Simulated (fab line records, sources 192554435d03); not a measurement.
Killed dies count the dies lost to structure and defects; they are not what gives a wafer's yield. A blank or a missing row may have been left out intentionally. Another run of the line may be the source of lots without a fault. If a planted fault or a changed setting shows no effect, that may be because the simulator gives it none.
Chamber matching -- flow n5Finfet -- 4 sister chambers for N5_BEOL_M0_SAQP_STRIP_86 on rieDiel-04
The step strips in N2/H2. 4 wafers are shown with their chamber, then 10 later ones without.

## WAFERS, EACH WITH ITS CHAMBER
wafer,chamber,showerheadPlenumPTorr (Torr)
L083.1,0,3.55
L088.1,1,3.36
L090.1,3,3.34
L090.2,2,3.34

## WAFERS MISSING THEIR CHAMBER
wafer,showerheadPlenumPTorr (Torr)
L090.4,3.55
L094.1,3.54
L094.3,3.36
L094.4,3.34
L095.1,3.36
L095.2,3.54
L095.5,3.34
L096.1,3.34
L096.5,3.35
L096.6,3.33

## WHICH CHAMBER EACH WENT THROUGH
wafer,from the rows above,in truth
L090.4,0,0
L094.1,0,0
L094.3,1,1
L094.4,can't be placed: 2 or 3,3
L095.1,1,1
L095.2,0,0
L095.5,can't be placed: 2 or 3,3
L096.1,can't be placed: 2 or 3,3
L096.5,can't be placed: 1 or 2 or 3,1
L096.6,can't be placed: 2 or 3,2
Placed correctly: 5 of 10. Can't be placed from these rows: 5 (the true chamber is among the candidates in 5). 0 placed wrongly.
How it was worked out, from the rows above alone: a wafer's distance from a chamber is the root of the sum, over the readings, of the square of ((its reading less the chamber's mean) divided by the reading's scatter). The wafer belongs to the nearest chamber; if the next one is less than 2 further off, it can't be placed. For every chamber, the mean is computed from those of its wafers that are shown. The scatter: with one shown wafer a chamber, the root of the mean of the squares of how far each hidden wafer lies from its nearest shown one.
